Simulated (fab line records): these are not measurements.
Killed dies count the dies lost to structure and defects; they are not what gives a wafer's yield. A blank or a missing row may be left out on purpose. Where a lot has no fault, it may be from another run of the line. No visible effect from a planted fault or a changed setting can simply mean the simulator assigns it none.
Which tool was responsible?    flow n5_finfet    24 lots, 72 wafers sampled, at 6 steps of a route of 1938

== WHAT EACH GAUGE READ, for each wafer ==
N5_BEOL_M8_RS_MEAS_57: a four-point-probe measurement. Usual: M8_RS typically reads 0.286 ohm/sq, with standard deviation 0.0053.
lot   measured      on             M8_RS (ohm/sq)     flag
L074  day 9 08:35   film_metro-01  0.282 0.287 0.286  
L076  day 9 17:59   film_metro-02  0.287 0.288 0.293  
L075  day 9 18:28   film_metro-01  0.291 0.294 0.281  
L077  day 10 09:01  film_metro-01  0.287 0.286 0.289  
L079  day 10 18:33  film_metro-02  0.286 0.281 0.275  
L078  day 10 18:44  film_metro-02  0.294 0.285 0.285  
L080  day 10 21:23  film_metro-01  0.292 0.297 0.283  
L081  day 11 13:43  film_metro-02  0.291 0.278 0.276  
L082  day 11 21:41  film_metro-02  0.289 0.294 0.287  
L083  day 12 12:19  film_metro-02  0.285 0.279 0.281  
L084  day 12 18:04  film_metro-01  0.288 0.278 0.289  
L087  day 13 14:02  film_metro-01  0.299 0.287 0.293  
L085  day 13 13:47  film_metro-02  0.287 0.286 0.285  
L086  day 13 15:02  film_metro-02  0.286 0.288 0.287  
L088  day 13 20:02  film_metro-02  0.282 0.287 0.278  
L090  day 13 23:05  film_metro-01  0.295 0.289 0.289  
L089  day 13 23:31  film_metro-01  0.285 0.287 0.282  
L091  day 14 08:09  film_metro-01  0.286 0.294 0.291  
L092  day 14 08:52  film_metro-02  0.282 0.282 0.283  
L093  day 14 16:50  film_metro-01  0.282 0.284 0.286  
L094  day 14 17:07  film_metro-01  0.286 0.289 0.290  
L095  day 15 02:55  film_metro-02  0.297 0.283 0.295  
L096  day 15 20:19  film_metro-02  0.276 0.289 0.290  
L097  day 16 05:57  film_metro-02  0.286 0.290 0.286  

== TOOL THAT RAN EACH LOT (tool first, then ch and the chambers of the sampled wafers, then the start) ==
lot   N5_BEOL_M7_ETCH_41                             N5_BEOL_M7_STRIP_80                            N5_BEOL_M7_SURFACE_TREAT_79   N5_BEOL_M7_ANNEAL_51              N5_BEOL_M8_SURFACE_TREAT_79
L074  rie_diel-03 ch 1,2,3, day 8 22:57 or earlier   rie_diel-03 ch 1,2,3, day 8 22:57 or earlier   pvd_sputter-02, day 8 22:57   rtp_anneal-02 ch 0, day 8 23:30   pvd_sputter-03, day 9 07:26
L076  rie_diel-03 ch 1,2, day 9 08:52 or earlier     rie_diel-03 ch 1,2, day 9 08:52 or earlier     pvd_sputter-02, day 9 08:52   rtp_anneal-01 ch 0, day 9 10:02   pvd_sputter-03, day 9 16:34
L075  rie_diel-04 ch 0,1,3, day 9 09:13 or earlier   rie_diel-04 ch 0,1,3, day 9 09:13 or earlier   pvd_sputter-03, day 9 09:13   rtp_anneal-02 ch 0, day 9 10:07   pvd_sputter-03, day 9 17:07
L077  rie_diel-05 ch 0,1,3, day 10 00:16 or earlier  rie_diel-05 ch 0,1,3, day 10 00:16 or earlier  pvd_sputter-01, day 10 00:16  rtp_anneal-01 ch 0, day 10 00:46  pvd_sputter-03, day 10 07:29
L079  rie_diel-05 ch 0,2,3, day 10 07:08 or earlier  rie_diel-05 ch 0,2,3, day 10 07:08 or earlier  pvd_sputter-02, day 10 07:08  rtp_anneal-01 ch 0, day 10 07:42  pvd_sputter-03, day 10 17:11
L078  rie_diel-03 ch 0,3, day 10 07:56 or earlier    rie_diel-03 ch 0,3, day 10 07:56 or earlier    pvd_sputter-03, day 10 07:56  rtp_anneal-02 ch 0, day 10 08:59  pvd_sputter-03, day 10 17:18
L080  rie_diel-04 ch 1,2,3, day 10 11:43 or earlier  rie_diel-04 ch 1,2,3, day 10 11:43 or earlier  pvd_sputter-01, day 10 11:43  rtp_anneal-02 ch 0, day 10 12:15  pvd_sputter-02, day 10 20:12
L081  rie_diel-03 ch 1,3, day 11 05:05 or earlier    rie_diel-03 ch 1,3, day 11 05:05 or earlier    pvd_sputter-02, day 11 05:05  rtp_anneal-01 ch 0, day 11 05:56  pvd_sputter-01, day 11 11:17
L082  rie_diel-03 ch 1,2,3, day 11 13:25 or earlier  rie_diel-03 ch 1,2,3, day 11 13:25 or earlier  pvd_sputter-02, day 11 13:25  rtp_anneal-02 ch 0, day 11 13:50  pvd_sputter-01, day 11 20:04
L083  rie_diel-03 ch 1,3, day 11 21:40 or earlier    rie_diel-03 ch 1,3, day 11 21:40 or earlier    pvd_sputter-02, day 11 21:40  rtp_anneal-02 ch 0, day 11 22:07  pvd_sputter-01, day 12 10:16
L084  rie_diel-03 ch 1,2,3, day 12 03:35 or earlier  rie_diel-03 ch 1,2,3, day 12 03:35 or earlier  pvd_sputter-03, day 12 03:35  rtp_anneal-01 ch 0, day 12 04:10  pvd_sputter-02, day 12 16:06
L087  rie_diel-04 ch 0,2,3, day 13 00:54 or earlier  rie_diel-04 ch 0,2,3, day 13 00:54 or earlier  pvd_sputter-02, day 13 00:54  rtp_anneal-02 ch 0, day 13 02:23  pvd_sputter-02, day 13 12:49
L085  rie_diel-04 ch 0,1,2, day 13 01:40 or earlier  rie_diel-04 ch 0,1,2, day 13 01:40 or earlier  pvd_sputter-01, day 13 01:40  rtp_anneal-01 ch 0, day 13 02:37  pvd_sputter-01, day 13 12:37
L086  rie_diel-04 ch 1,2,3, day 13 04:16 or earlier  rie_diel-04 ch 1,2,3, day 13 04:16 or earlier  pvd_sputter-01, day 13 04:16  rtp_anneal-01 ch 0, day 13 05:13  pvd_sputter-02, day 13 13:10
L088  rie_diel-03 ch 0,1,2, day 13 05:37 or earlier  rie_diel-03 ch 0,1,2, day 13 05:37 or earlier  pvd_sputter-03, day 13 05:37  rtp_anneal-01 ch 0, day 13 06:16  pvd_sputter-01, day 13 18:49
L090  rie_diel-05 ch 1,2,3, day 13 12:52 or earlier  rie_diel-05 ch 1,2,3, day 13 12:52 or earlier  pvd_sputter-01, day 13 12:52  rtp_anneal-02 ch 0, day 13 13:35  pvd_sputter-01, day 13 21:26
L089  rie_diel-03 ch 2,3, day 13 12:56 or earlier    rie_diel-03 ch 2,3, day 13 12:56 or earlier    pvd_sputter-02, day 13 12:56  rtp_anneal-02 ch 0, day 13 13:56  pvd_sputter-01, day 13 21:49
L091  rie_diel-03 ch 0,1,2, day 14 00:50 or earlier  rie_diel-03 ch 0,1,2, day 14 00:50 or earlier  pvd_sputter-01, day 14 00:50  rtp_anneal-01 ch 0, day 14 01:16  pvd_sputter-02, day 14 06:56
L092  rie_diel-04 ch 2,3, day 14 00:58 or earlier    rie_diel-04 ch 2,3, day 14 00:58 or earlier    pvd_sputter-01, day 14 00:58  rtp_anneal-01 ch 0, day 14 01:49  pvd_sputter-02, day 14 07:25
L093  rie_diel-03 ch 0,1,2, day 14 04:44 or earlier  rie_diel-03 ch 0,1,2, day 14 04:44 or earlier  pvd_sputter-01, day 14 04:44  rtp_anneal-01 ch 0, day 14 05:10  pvd_sputter-02, day 14 15:11
L094  rie_diel-04 ch 0,1,3, day 14 08:00 or earlier  rie_diel-04 ch 0,1,3, day 14 08:00 or earlier  pvd_sputter-03, day 14 08:00  rtp_anneal-02 ch 0, day 14 08:25  pvd_sputter-02, day 14 15:13
L095  rie_diel-05 ch 0,1,3, day 14 15:11 or earlier  rie_diel-05 ch 0,1,3, day 14 15:11 or earlier  pvd_sputter-03, day 14 15:11  rtp_anneal-01 ch 0, day 14 16:07  pvd_sputter-03, day 15 01:44
L096  rie_diel-04 ch 0,3, day 15 10:31 or earlier    rie_diel-04 ch 0,3, day 15 10:31 or earlier    pvd_sputter-02, day 15 10:31  rtp_anneal-02 ch 0, day 15 10:56  pvd_sputter-01, day 15 18:31
L097  rie_diel-05 ch 0,1,3, day 15 18:14 or earlier  rie_diel-05 ch 0,1,3, day 15 18:14 or earlier  pvd_sputter-03, day 15 18:14  rtp_anneal-01 ch 0, day 15 19:20  pvd_sputter-01, day 16 04:16
- N5_BEOL_M7_ETCH_41: etches SiCN in CH3F/O2, target depth 31.9 nm, time 57.8 s.
- N5_BEOL_M7_STRIP_80: strips in N2/H2, time 10 s.
- N5_BEOL_M7_SURFACE_TREAT_79
- N5_BEOL_M7_ANNEAL_51: time 90 s.
- N5_BEOL_M8_SURFACE_TREAT_79

== AS READ BY THE TOOLS THEMSELVES (means over the sampled wafers that have a number; for cases with no such wafer, the mark the record gives instead) ==
N5_BEOL_M7_ETCH_41. Usual: O2_flow_sccm 20.00 sccm, standard deviation 0.06; drypump_motor_current_A 5.9 A, standard deviation 0.42; oes_product_au 0.74 a.u., standard deviation 0.057; rf_vpp_V 297.3 V, standard deviation 1.2; showerhead_plenum_p_Torr 2.00 Torr, standard deviation 0.05; throttle_valve_pct 16.36 %, standard deviation 0.15.
lot   tool         O2_flow_sccm (sccm)  drypump_motor_current_A (A)  oes_product_au (a.u.)  rf_vpp_V (V)  showerhead_plenum_p_Torr (Torr)  throttle_valve_pct (%)  flag
L074  rie_diel-03  20.04                5.7                          0.78                   296.9         1.97                             16.25                   
L076  rie_diel-03  20.04                5.8                          0.83                   296.2         1.96                             16.12                   
L075  rie_diel-04  19.98                6.0                          0.76                   298.1         2.03                             16.30                   
L077  rie_diel-05  20.01                5.6                          0.79                   298.4         2.07                             16.41                   
L079  rie_diel-05  19.96                5.5                          0.78                   298.7         2.06                             16.46                   
L078  rie_diel-03  20.02                6.1                          0.72                   297.3         1.97                             16.42                   
L080  rie_diel-04  19.97                6.4                          0.71                   296.8         1.99                             16.37                   
L081  rie_diel-03  20.00                5.7                          0.75                   297.0         1.96                             16.37                   
L082  rie_diel-03  20.03                5.7                          0.76                   297.1         1.96                             16.29                   
L083  rie_diel-03  19.99                5.7                          0.74                   297.2         1.96                             16.39                   
L084  rie_diel-03  20.03                5.7                          0.76                   296.9         1.96                             16.30                   
L087  rie_diel-04  20.02                6.1                          0.74                   297.4         2.02                             16.29                   
L085  rie_diel-04  19.95                6.0                          0.75                   298.4         2.02                             16.34                   
L086  rie_diel-04  20.00                6.4                          0.71                   296.9         1.98                             16.39                   
L088  rie_diel-03  20.01                5.9                          0.75                   296.9         1.96                             16.26                   
L090  rie_diel-05  20.01                5.7                          0.74                   298.1         2.07                             16.47                   
L089  rie_diel-03  20.09                5.6                          0.69                   296.8         1.97                             16.43                   
L091  rie_diel-03  20.01                6.0                          0.75                   296.5         1.96                             16.28                   
L092  rie_diel-04  20.01                6.4                          0.69                   297.1         1.98                             16.34                   
L093  rie_diel-03  19.94                6.0                          0.76                   296.7         1.96                             16.29                   
L094  rie_diel-04  19.91                6.0                          0.74                   298.3         2.02                             16.36                   
L095  rie_diel-05  19.96                5.6                          0.75                   298.5         2.06                             16.47                   
L096  rie_diel-04  20.00                5.8                          0.75                   297.9         2.06                             16.25                   
L097  rie_diel-05  20.02                5.6                          0.74                   298.1         2.06                             16.50                   

N5_BEOL_M7_STRIP_80. Usual: drypump_motor_current_A 5.9 A, standard deviation 0.42; oes_product_au 0.74 a.u., standard deviation 0.056; rf_vpp_V 59.1 V, standard deviation 0.81; showerhead_plenum_p_Torr 2.54 Torr, standard deviation 0.065; throttle_valve_pct 23.72 %, standard deviation 0.19.
lot   tool         drypump_motor_current_A (A)  oes_product_au (a.u.)  rf_vpp_V (V)  showerhead_plenum_p_Torr (Torr)  throttle_valve_pct (%)  flag
L074  rie_diel-03  5.7                          0.77                   58.9          2.50                             23.64                   
L076  rie_diel-03  5.9                          0.83                   59.7          2.49                             23.70                   
L075  rie_diel-04  6.0                          0.76                   59.4          2.59                             23.68                   
L077  rie_diel-05  5.6                          0.78                   59.4          2.63                             23.86                   
L079  rie_diel-05  5.5                          0.79                   60.0          2.62                             23.93                   
L078  rie_diel-03  6.1                          0.71                   59.0          2.50                             23.60                   
L080  rie_diel-04  6.4                          0.72                   58.5          2.53                             23.78                   
L081  rie_diel-03  5.8                          0.75                   58.7          2.50                             23.71                   
L082  rie_diel-03  5.7                          0.76                   59.2          2.50                             23.66                   
L083  rie_diel-03  5.7                          0.74                   59.4          2.49                             23.73                   
L084  rie_diel-03  5.7                          0.76                   59.4          2.49                             23.67                   
L087  rie_diel-04  6.1                          0.73                   58.9          2.57                             23.65                   
L085  rie_diel-04  6.0                          0.75                   59.2          2.57                             23.74                   
L086  rie_diel-04  6.4                          0.71                   59.7          2.52                             23.80                   
L088  rie_diel-03  5.9                          0.76                   58.3          2.49                             23.65                   
L090  rie_diel-05  5.7                          0.75                   60.0          2.64                             23.77                   
L089  rie_diel-03  5.6                          0.69                   59.2          2.50                             23.63                   
L091  rie_diel-03  6.0                          0.75                   59.0          2.49                             23.66                   
L092  rie_diel-04  6.5                          0.69                   58.9          2.52                             23.72                   
L093  rie_diel-03  6.0                          0.75                   58.5          2.49                             23.66                   
L094  rie_diel-04  6.0                          0.73                   58.8          2.57                             23.73                   
L095  rie_diel-05  5.6                          0.75                   58.8          2.62                             23.91                   
L096  rie_diel-04  5.8                          0.75                   59.1          2.62                             23.59                   
L097  rie_diel-05  5.6                          0.75                   59.5          2.61                             23.91                   

N5_BEOL_M7_ANNEAL_51. Usual: wafer_temp_C_max reads 226.13 (standard deviation 0.26).
lot   tool           wafer_temp_C_max  flag
L074  rtp_anneal-02  226.22            
L076  rtp_anneal-01  226.38            
L075  rtp_anneal-02  225.94            
L077  rtp_anneal-01  225.85            
L079  rtp_anneal-01  226.30            
L078  rtp_anneal-02  225.96            
L080  rtp_anneal-02  226.02            
L081  rtp_anneal-01  226.15            
L082  rtp_anneal-02  226.45            
L083  rtp_anneal-02  225.97            
L084  rtp_anneal-01  226.04            
L087  rtp_anneal-02  225.98            
L085  rtp_anneal-01  226.57            
L086  rtp_anneal-01  226.12            
L088  rtp_anneal-01  226.07            
L090  rtp_anneal-02  226.02            
L089  rtp_anneal-02  226.26            
L091  rtp_anneal-01  226.29            
L092  rtp_anneal-01  226.22            
L093  rtp_anneal-01  226.45            
L094  rtp_anneal-02  225.92            
L095  rtp_anneal-01  226.23            
L096  rtp_anneal-02  226.14            
L097  rtp_anneal-01  225.84            

== THE ANSWER, worked out from the rows above alone ==
Rule: take the mean of a lot's wafers that have a number; if it is more than 3 standard deviations from the usual mean, the lot is off. Also off: a lot with no number at a reading for which 4 or more lots have one. Any other lot the step has rows for is counted as sound. The gauges are gone through in route order, then the tools' own readings, and for those a lot's mean is taken as printed above. The first step at which some lot is off is used, and at that step the reading that is off furthest; a lot without a number counts as furthest.
Nothing can be told from this: no lot is off at any reading shown.

== WHAT WAS PUT IN BY THE SIMULATOR ==
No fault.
